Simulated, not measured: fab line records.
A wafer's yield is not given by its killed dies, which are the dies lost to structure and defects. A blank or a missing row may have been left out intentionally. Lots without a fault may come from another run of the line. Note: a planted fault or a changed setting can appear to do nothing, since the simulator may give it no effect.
Which tool did it?    flow n5 finfet    24 wafers from 8 lots sampled at 2 of the route's 1938 steps

== WHAT THE GAUGES READ, wafer by wafer ==
N5_BEOL_M4_RC_MEAS_101. Usual: DIBL_N 36.6 mV/V, standard deviation 1.7; DIBL_P 36.7 mV/V, standard deviation 2; IOFF_N 0.16 nA/um, standard deviation 0.033; IOFF_P 0.22 nA/um, standard deviation 0.04; ION_N 673 uA/um, standard deviation 12; ION_P 463 uA/um, standard deviation 7.9; SS_N 71.7 mV/dec, standard deviation 0.58; SS_P 73.3 mV/dec, standard deviation 0.64; VT_N 249 mV, standard deviation 3.3; VT_P -249 mV, standard deviation 3.1.
lot   measured      on         DIBL_N (mV/V)   DIBL_P (mV/V)   IOFF_N (nA/um)  IOFF_P (nA/um)  ION_N (uA/um)  ION_P (uA/um)  SS_N (mV/dec)   SS_P (mV/dec)   VT_N (mV)    VT_P (mV)       flag
L526  day 8 08:48   prober-02  37.4 36.6 35.1  36.5 35.8 33.8  0.15 0.14 0.12  0.24 0.22 0.19  659 675 660    462 468 459    71.5 71.6 71.0  73.7 72.6 72.4  254 251 260  -248 -247 -251  
L530  day 9 14:52   prober-02  36.4 35.3 37.1  33.6 33.9 35.6  0.15 0.13 0.15  0.16 0.17 0.19  659 662 655    444 460 451    72.3 71.5 72.4  72.5 72.7 73.2  252 254 253  -255 -250 -251  
L535  day 10 23:00  prober-01  38.0 38.7 37.4  36.8 37.3 36.1  0.17 0.19 0.16  0.23 0.25 0.23  673 683 670    459 459 462    72.2 72.0 71.8  73.5 74.0 73.5  249 248 250  -250 -247 -248  
L538  day 11 07:52  prober-02  37.6 35.9 37.7  36.5 35.0 35.6  0.17 0.15 0.17  0.23 0.20 0.21  677 673 662    465 459 452    71.9 71.4 72.7  72.9 73.3 73.9  248 249 248  -250 -251 -250  
L539  day 12 15:04  prober-01  38.5 33.3 37.5  39.1 33.7 38.1  0.21 0.12 0.19  0.25 0.16 0.24  695 678 675    472 468 473    71.6 70.8 71.2  73.3 72.7 73.4  244 251 247  -249 -256 -252  
L540  day 12 15:14  prober-02  33.8 36.3 40.6  32.9 36.2 42.1  0.11 0.16 0.27  0.17 0.23 0.35  653 667 686    454 462 471    71.0 71.6 72.9  71.8 72.4 74.0  254 247 239  -251 -245 -246  
L541  day 12 18:20  prober-02  34.3 34.9 35.1  35.1 35.1 35.3  0.12 0.13 0.13  0.18 0.18 0.19  663 658 661    460 455 461    70.5 70.7 71.6  72.7 72.0 73.0  253 251 254  -251 -254 -252  
L546  day 13 20:07  prober-01  35.2 35.2 35.2  34.2 34.8 34.8  0.14 0.14 0.14  0.21 0.22 0.22  664 677 667    461 471 464    71.9 72.0 71.6  72.5 72.5 72.4  250 251 250  -246 -248 -246  

N5_BEOL_M8_INSPECT_58: inspects for defects (darkfield). Usual: raw defect count at 64, with a standard deviation of 17.
lot   measured      on                 raw defect count  flag
L526  day 9 22:01   defect inspect-02  48 43 37          
L530  day 11 06:53  defect inspect-02  52 84 55          
L535  day 13 01:36  defect inspect-01  80 91 54          
L538  day 13 01:28  defect inspect-01  76 117 97         
L539  day 14 02:38  defect inspect-02  46 62 49          
L540  day 14 07:47  defect inspect-02  58 61 67          
L541  day 14 08:37  defect inspect-02  77 52 80          
L546  day 15 10:59  defect inspect-01  68 91 58          

== WHAT TOOL EACH LOT RAN ON (gives the tool, then ch and the chambers of the sampled wafers, and finally the start) ==
Before these readings, the record contains no process step.

== AS READ BY THE TOOLS THEMSELVES (means over the sampled wafers that have a number; for cases with no such wafer, the mark the record gives instead) ==
The record holds no such reading with a usual standard deviation.

== THE ANSWER, worked out from the rows above alone ==
Rule: a lot counts as off when the mean over its wafers that have a number is more than 3 standard deviations away from the usual mean. Also off: a lot with no number at a reading for which 4 or more lots have one. The other lots that the step has rows for count as sound. First the gauges in route order, then the tools' own readings, where a lot's mean is used as printed above. The first step at which some lot is off is used, and at that step the reading that is off furthest; a lot without a number counts as furthest.
Nothing can be told from this: no lot is off at any reading shown.

== WHAT HAD BEEN PUT IN BY THE SIMULATOR ==
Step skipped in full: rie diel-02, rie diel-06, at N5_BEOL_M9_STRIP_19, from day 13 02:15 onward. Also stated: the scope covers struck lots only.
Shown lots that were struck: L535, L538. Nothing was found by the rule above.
